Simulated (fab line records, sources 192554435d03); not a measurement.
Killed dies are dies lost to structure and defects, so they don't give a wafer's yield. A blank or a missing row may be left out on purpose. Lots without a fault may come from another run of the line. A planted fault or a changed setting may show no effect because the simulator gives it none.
Split-lot experiment | flow n5_finfet | 7 lots, 39 wafers read, on a route of 1938 steps

THE SPLIT
At N5_DUMMY_GATE_ETCH_31 (etches SiO2 in C4F6/O2, target depth 82.5 nm, time 27.5 s), the setting target_depth_a was moved away from the recipe's 825 angstrom on 15 of the 39 wafers read, by -12.4% to +12.5%. The other wafers ran this setting at the recipe's value.

The reading is taken at the split's own step.

THE READING
SOC_of_DUMMY_GATE_COAT_34.thk_nm (the simulator's own value, which no gauge read), in nm, at N5_DUMMY_GATE_ETCH_31 (etches SiO2 in C4F6/O2, target depth 82.5 nm, time 27.5 s). The file gives no usual value for it. The 24 wafers here that ran the recipe average 51.8 nm, standard deviation 0.23 nm.

wafer  | tool, chamber at the split | target_depth_a as run, angstrom | against the recipe | SOC_of_DUMMY_GATE_COAT_34.thk_nm, nm | against lot-mates on the recipe
L078.1 | rie_diel-06, 3             | 825                             | recipe             | 51.8                                 | -
L078.2 | rie_diel-06, 0             | 825                             | recipe             | 52                                   | -
L078.3 | rie_diel-06, 1             | 825                             | recipe             | 51.6                                 | -
L078.4 | rie_diel-06, 2             | 825                             | recipe             | 51.8                                 | -
L078.5 | rie_diel-06, 1             | 825                             | recipe             | 51.8                                 | -
L078.6 | rie_diel-06, 2             | 825                             | recipe             | 51.8                                 | -
L079.1 | rie_diel-06, 0             | 825                             | recipe             | 51.6                                 | -
L079.2 | rie_diel-06, 2             | 722.5                           | -12.4%             | 52.8                                 | +1.2
L079.3 | rie_diel-06, 1             | 825                             | recipe             | 51.6                                 | -
L079.4 | rie_diel-06, 3             | 722.5                           | -12.4%             | 52.8                                 | +1.2
L079.5 | rie_diel-06, 3             | 825                             | recipe             | 51.6                                 | -
L079.6 | rie_diel-06, 2             | 722.5                           | -12.4%             | 52.6                                 | +1.0
L082.1 | rie_diel-03, 3             | 825                             | recipe             | 52.2                                 | -
L082.2 | rie_diel-03, 1             | 731.7                           | -11.3%             | 53.2                                 | +1.0
L082.3 | rie_diel-03, 0             | 825                             | recipe             | 52.4                                 | -
L082.4 | rie_diel-03, 2             | 731.7                           | -11.3%             | 53.2                                 | +1.0
L082.5 | rie_diel-03, 1             | 731.7                           | -11.3%             | 53.2                                 | +1.0
L082.6 | rie_diel-03, 0             | 825                             | recipe             | 52                                   | -
L087.3 | rie_diel-06, 1             | 825                             | recipe             | 51.8                                 | -
L087.4 | rie_diel-06, 3             | 825                             | recipe             | 51.8                                 | -
L087.5 | rie_diel-06, 1             | 825                             | recipe             | 51.6                                 | -
L088.1 | rie_diel-04, 0             | 928.1                           | +12.5%             | 50.4                                 | -1.3
L088.2 | rie_diel-04, 2             | 928.1                           | +12.5%             | 50.6                                 | -1.1
L088.3 | rie_diel-04, 3             | 825                             | recipe             | 51.6                                 | -
L088.4 | rie_diel-04, 1             | 825                             | recipe             | 51.6                                 | -
L088.5 | rie_diel-04, 0             | 825                             | recipe             | 51.8                                 | -
L088.6 | rie_diel-04, 1             | 928.1                           | +12.5%             | 50.6                                 | -1.1
L090.1 | rie_diel-03, 2             | 786.3                           | -4.7%              | 52                                   | +0.3
L090.2 | rie_diel-03, 1             | 825                             | recipe             | 51.8                                 | -
L090.3 | rie_diel-03, 3             | 825                             | recipe             | 51.8                                 | -
L090.4 | rie_diel-03, 0             | 786.3                           | -4.7%              | 52                                   | +0.3
L090.5 | rie_diel-03, 3             | 786.3                           | -4.7%              | 52                                   | +0.3
L090.6 | rie_diel-03, 2             | 825                             | recipe             | 51.4                                 | -
L092.1 | rie_diel-04, 0             | 825                             | recipe             | 51.8                                 | -
L092.2 | rie_diel-04, 1             | 769.2                           | -6.8%              | 52.2                                 | +0.7
L092.3 | rie_diel-04, 3             | 825                             | recipe             | 51.4                                 | -
L092.4 | rie_diel-04, 1             | 825                             | recipe             | 51.4                                 | -
L092.5 | rie_diel-04, 0             | 769.2                           | -6.8%              | 52.2                                 | +0.7
L092.6 | rie_diel-04, 3             | 769.2                           | -6.8%              | 52.2                                 | +0.7

THE FIT
A straight line over all 39 wafers: SOC_of_DUMMY_GATE_COAT_34.thk_nm changes by -0.0958 nm for each +1% of target_depth_a; r = -0.93; the points scatter about the line by 0.24 nm.
The same after taking each lot's own level away (the mean of its wafers on the recipe; 39 wafers): -0.0903 nm for each +1%; r = -0.98; scatter 0.12 nm.
On that fit, the largest move of target_depth_a shifts the reading by 1.1 nm.
The lots' own levels span 51.53 to 52.20 nm, that is 2.9 times the standard deviation above.
So the lot-to-lot level changes the slope little: the two slopes agree.
Check: with one of the wafers moved furthest among these (+12.5%) left out of the fit, the line predicts -1.1 nm for it against its lot-mates. It came out at -1.27 nm against them.

OTHER SPLITS ON THESE WAFERS
These wafers also went through other splits before the reading. Each is held against what the fit with the lots' levels taken away leaves over:
other split on the same wafers | wafers away from the commonest value | r with SOC_of_DUMMY_GATE_COAT_34.thk_nm (lot level and that fit taken away)
N5_WELL_APT_EXPOSE_22 dose_mj  | 15                                   | -0.05

THE WHOLE CHAIN: every reading that the file lists as answering this split, in the file's order
step                  | what it does                                              | reading                                                                           | change (the file's fit)                | r (the file's)
N5_DUMMY_GATE_ETCH_31 | etches SiO2 in C4F6/O2, target depth 82.5 nm, time 27.5 s | etch.depth_nm (the simulator's own value, which no gauge read)                    | +0.823 nm for each +1% of the setting  | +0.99
N5_DUMMY_GATE_ETCH_31 | etches SiO2 in C4F6/O2, target depth 82.5 nm, time 27.5 s | SOC_of_DUMMY_GATE_COAT_34.thk_nm (the simulator's own value, which no gauge read) | -0.0901 nm for each +1% of the setting | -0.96

THE FILE'S OWN FIT
SOC_of_DUMMY_GATE_COAT_34.thk_nm changes by -0.0901 nm for each +1% of target_depth_a, r = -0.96.
